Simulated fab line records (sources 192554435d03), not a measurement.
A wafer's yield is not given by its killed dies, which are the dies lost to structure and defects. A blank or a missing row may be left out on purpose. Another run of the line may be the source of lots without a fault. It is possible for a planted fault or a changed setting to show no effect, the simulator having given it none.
Split-lot trial / flow n5 finfet / 21 wafers read from 7 lots, route of 1938 steps

SPLIT DETAILS
At N5_MOL_CONTACT_COAG_VIA_ETCH_46 (etches SiO2 in C4F6/O2, target depth 46 nm, overetch 9.2 nm, time 40 s), the setting bias w was moved away from the recipe's 455 W on 10 of the 21 wafers read, by -15.5% to +11.1%. For the rest of the wafers, this setting stayed at what the recipe calls for.

The reading is taken at the split's own step.

THE READING
rf vpp V, in V, at N5_MOL_CONTACT_COAG_VIA_ETCH_46 (etches SiO2 in C4F6/O2, target depth 46 nm, overetch 9.2 nm, time 40 s). Fault-free wafers of this fab line usually give 1597 V, standard deviation 17 V.

wafer=L075.2; tool, chamber at the split=rie diel-05, 1; bias w as run, W=405; against the recipe=-11.0%; rf vpp V, V=1489; against lot-mates on the recipe=-122
wafer=L075.4; tool, chamber at the split=rie diel-05, 3; bias w as run, W=455; against the recipe=recipe; rf vpp V, V=1597; against lot-mates on the recipe=-
wafer=L075.5; tool, chamber at the split=rie diel-05, 1; bias w as run, W=455; against the recipe=recipe; rf vpp V, V=1626; against lot-mates on the recipe=-
wafer=L081.4; tool, chamber at the split=rie diel-05, 0; bias w as run, W=505.3; against the recipe=+11.1%; rf vpp V, V=1708; against lot-mates on the recipe=+127
wafer=L081.5; tool, chamber at the split=rie diel-05, 0; bias w as run, W=455; against the recipe=recipe; rf vpp V, V=1581; against lot-mates on the recipe=-
wafer=L081.6; tool, chamber at the split=rie diel-05, 3; bias w as run, W=505.3; against the recipe=+11.1%; rf vpp V, V=1729; against lot-mates on the recipe=+148
wafer=L082.2; tool, chamber at the split=rie diel-05, 1; bias w as run, W=455; against the recipe=recipe; rf vpp V, V=1626; against lot-mates on the recipe=-
wafer=L082.3; tool, chamber at the split=rie diel-05, 3; bias w as run, W=495.7; against the recipe=+8.9%; rf vpp V, V=1702; against lot-mates on the recipe=+90
wafer=L082.6; tool, chamber at the split=rie diel-05, 3; bias w as run, W=455; against the recipe=recipe; rf vpp V, V=1599; against lot-mates on the recipe=-
wafer=L085.1; tool, chamber at the split=rie diel-02, 0; bias w as run, W=491; against the recipe=+7.9%; rf vpp V, V=1693; against lot-mates on the recipe=no lot-mate on the recipe
wafer=L085.2; tool, chamber at the split=rie diel-02, 2; bias w as run, W=491; against the recipe=+7.9%; rf vpp V, V=1712; against lot-mates on the recipe=no lot-mate on the recipe
wafer=L085.5; tool, chamber at the split=rie diel-02, 1; bias w as run, W=491; against the recipe=+7.9%; rf vpp V, V=1689; against lot-mates on the recipe=no lot-mate on the recipe
wafer=L088.2; tool, chamber at the split=rie diel-06, 1; bias w as run, W=384.5; against the recipe=-15.5%; rf vpp V, V=1419; against lot-mates on the recipe=-189
wafer=L088.5; tool, chamber at the split=rie diel-06, 0; bias w as run, W=384.5; against the recipe=-15.5%; rf vpp V, V=1376; against lot-mates on the recipe=-232
wafer=L088.6; tool, chamber at the split=rie diel-06, 1; bias w as run, W=455; against the recipe=recipe; rf vpp V, V=1608; against lot-mates on the recipe=-
wafer=L093.2; tool, chamber at the split=rie diel-02, 1; bias w as run, W=455; against the recipe=recipe; rf vpp V, V=1596; against lot-mates on the recipe=-
wafer=L093.4; tool, chamber at the split=rie diel-02, 2; bias w as run, W=455; against the recipe=recipe; rf vpp V, V=1615; against lot-mates on the recipe=-
wafer=L093.6; tool, chamber at the split=rie diel-02, 1; bias w as run, W=455; against the recipe=recipe; rf vpp V, V=1597; against lot-mates on the recipe=-
wafer=L095.1; tool, chamber at the split=rie diel-05, 2; bias w as run, W=395.2; against the recipe=-13.1%; rf vpp V, V=1438; against lot-mates on the recipe=-172
wafer=L095.3; tool, chamber at the split=rie diel-05, 1; bias w as run, W=455; against the recipe=recipe; rf vpp V, V=1624; against lot-mates on the recipe=-
wafer=L095.4; tool, chamber at the split=rie diel-05, 3; bias w as run, W=455; against the recipe=recipe; rf vpp V, V=1597; against lot-mates on the recipe=-

FIT RESULTS
A straight line over all 21 wafers: rf vpp V changes by +12 V for each +1% of bias w; r = +0.99; the points scatter about the line by 17 V.
The same after taking each lot's own level away (the mean of its wafers on the recipe; 18 wafers): +12.7 V for each +1%; r = +0.99; scatter 15 V.
The reading moves by 2e+02 V for the largest change in bias w, on that fit.
The span of the lots' own levels, 1581.0 to 1612.5 V, comes to 1.9 times the standard deviation stated above.
Consequently the slope shifts little with the lot-to-lot level, the two slopes agreeing.
Check: for one of the wafers moved furthest among these (-15.5%), held out of the fit, the line's prediction against its lot-mates is -202 V. It came out at -189 V against them.
Tool readings at the split's step, against how far the setting was moved: rf vpp V r = +0.99.

OTHER SPLITS APPLIED TO THESE WAFERS
Before the reading, these wafers also passed through other splits. Each is held against what the fit with the lots' levels taken away leaves over:
other split on the same wafers=N5_HKMG_FIN_EXPOSE_46 dose mj; wafers away from the commonest value=8; r with rf vpp V (lot level and that fit taken away)=+0.01
other split on the same wafers=N5_HKMG_FIN_ETCH_54 bias w; wafers away from the commonest value=5; r with rf vpp V (lot level and that fit taken away)=-0.45
other split on the same wafers=N5_GATE_CUT_COAT_35 spin rpm; wafers away from the commonest value=7; r with rf vpp V (lot level and that fit taken away)=+0.17
other split on the same wafers=N5_MOL_CONTACT_COAG_ETCH_110 source w; wafers away from the commonest value=14; r with rf vpp V (lot level and that fit taken away)=+0.17

FILE'S OWN FIT
rf vpp V changes by +12.5 V for each +1% of bias w, r = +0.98.
